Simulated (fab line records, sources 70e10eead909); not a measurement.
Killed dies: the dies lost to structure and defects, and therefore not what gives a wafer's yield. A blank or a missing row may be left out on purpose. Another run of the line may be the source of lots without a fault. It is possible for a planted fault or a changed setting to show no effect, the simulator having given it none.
Matching of chambers || flow nandHarc || NHARC_A_DECK1_JOINT_DEP_16 on pecvd-04: 3 sister chambers
The step deposits SiO2, target thk 45 nm. 3 wafers are shown with their chamber, then 7 later ones without.

## EACH WAFER AND ITS CHAMBER
{"wafer": "L650.2", "chamber": 2, "throttleValvePct (%)": 16.2}
{"wafer": "L654.1", "chamber": 0, "throttleValvePct (%)": 16.0}
{"wafer": "L654.2", "chamber": 1, "throttleValvePct (%)": 15.6}

## WAFERS WITHOUT THEIR CHAMBER
{"wafer": "L654.3", "throttleValvePct (%)": 16.1}
{"wafer": "L655.1", "throttleValvePct (%)": 15.8}
{"wafer": "L655.3", "throttleValvePct (%)": 16.2}
{"wafer": "L655.4", "throttleValvePct (%)": 15.7}
{"wafer": "L665.1", "throttleValvePct (%)": 15.4}
{"wafer": "L665.3", "throttleValvePct (%)": 16.6}
{"wafer": "L665.4", "throttleValvePct (%)": 15.6}

## WHICH CHAMBER EACH ONE RAN IN
{"wafer": "L654.3", "from the rows above": "can't be placed: 2 or 0", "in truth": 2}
{"wafer": "L655.1", "from the rows above": "can't be placed: 0 or 1 or 2", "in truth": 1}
{"wafer": "L655.3", "from the rows above": "can't be placed: 2 or 0", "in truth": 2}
{"wafer": "L655.4", "from the rows above": "can't be placed: 1 or 0", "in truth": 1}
{"wafer": "L665.1", "from the rows above": 1, "in truth": 1}
{"wafer": "L665.3", "from the rows above": "can't be placed: 2 or 0", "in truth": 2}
{"wafer": "L665.4", "from the rows above": 1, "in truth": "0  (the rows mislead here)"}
Correct placement for 1 of the 7. Not placeable from these rows: 5 (in 5, the candidates include the true chamber). Wrongly placed: 1.
How it was worked out, from the rows above alone: a wafer's distance from a chamber is the root of the sum, over the readings, of the square of ((its reading less the chamber's mean) divided by the reading's scatter). The wafer belongs to the nearest chamber; if the next one is less than 2 further off, it can't be placed. For every chamber, the mean is computed from those of its wafers that are shown. The scatter: with one shown wafer a chamber, the root of the mean of the squares of how far each hidden wafer lies from its nearest shown one.
